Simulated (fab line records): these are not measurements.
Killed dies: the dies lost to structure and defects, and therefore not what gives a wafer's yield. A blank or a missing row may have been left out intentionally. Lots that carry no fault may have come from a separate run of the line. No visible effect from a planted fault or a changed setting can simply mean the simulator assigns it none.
Matching of chambers | flow nandHarc | aldHk-01 running NHARC_A_STAIRCASE_ALD_415: 4 sister chambers
The step deposits SiO2, target thk 30 nm, pulse time 6 s, ald cycles 300. 16 wafers are shown with their chamber, then 8 later ones without.

WAFERS WITH THEIR CHAMBER
wafer  | chamber | heaterPowerOuterW (W) | heaterPowerW (W) | precursorPulseHeightRel
L074.3 | 2       | 230                   | 415              | 0.969
L074.4 | 3       | 209                   | 403              | 1.020
L074.6 | 3       | 209                   | 405              | 0.990
L079.1 | 2       | 227                   | 417              | 1.049
L079.3 | 1       | 240                   | 444              | 1.010
L079.5 | 1       | 244                   | 436              | 1.011
L080.1 | 2       | 230                   | 420              | 1.009
L080.4 | 3       | 203                   | 405              | 1.033
L080.5 | 2       | 226                   | 409              | 0.973
L085.1 | 3       | 209                   | 399              | 1.036
L085.3 | 1       | 242                   | 423              | 0.974
L085.5 | 3       | 209                   | 409              | 0.978
L090.1 | 3       | 208                   | 406              | 1.013
L090.2 | 2       | 238                   | 413              | 0.977
L090.6 | 0       | 287                   | 499              | 0.994
L093.4 | 2       | 228                   | 417              | 0.987

SIGNATURES (means of the wafers above)
reading                 | chamber 0 | chamber 1 | chamber 2 | chamber 3 | scatter within a chamber
heaterPowerOuterW       | 287.00    | 242.00    | 229.83    | 207.83    | 3.29
heaterPowerW            | 499.00    | 434.33    | 415.17    | 404.50    | 5.42
precursorPulseHeightRel | 0.99400   | 0.99833   | 0.99400   | 1.01167   | 0.0262
Rule: a wafer's distance from a chamber is the root of the sum, over the readings, of the square of ((its reading less the chamber's mean) divided by the reading's scatter). The wafer belongs to the nearest chamber; if the next one is less than 2 further off, it can't be placed. The scatter: the root of (the sum of the squares of (reading less its chamber's mean) over the shown wafers, divided by (wafers less chambers)).

WAFERS MISSING THEIR CHAMBER
wafer  | heaterPowerOuterW (W) | heaterPowerW (W) | precursorPulseHeightRel
L093.5 | 290                   | 497              | 1.007
L093.6 | 244                   | 425              | 1.007
L094.1 | 247                   | 435              | 1.000
L094.3 | 214                   | 405              | 0.964
L094.4 | 290                   | 483              | 0.978
L095.1 | 237                   | 427              | 1.034
L095.2 | 217                   | 402              | 1.014
L095.6 | 245                   | 433              | 0.996

WHICH CHAMBER EACH WENT THROUGH
wafer  | from the rows above     | in truth
L093.5 | 0                       | 0
L093.6 | 1                       | 1
L094.1 | 1                       | 1
L094.3 | 3                       | 3
L094.4 | 0                       | 0
L095.1 | can't be placed: 1 or 2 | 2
L095.2 | can't be placed: 3 or 2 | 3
L095.6 | 1                       | 1
Correct placement for 6 of the 8. From these rows, 2 cannot be placed; in 2 the true chamber is one of the candidates. Number placed wrongly: 0.
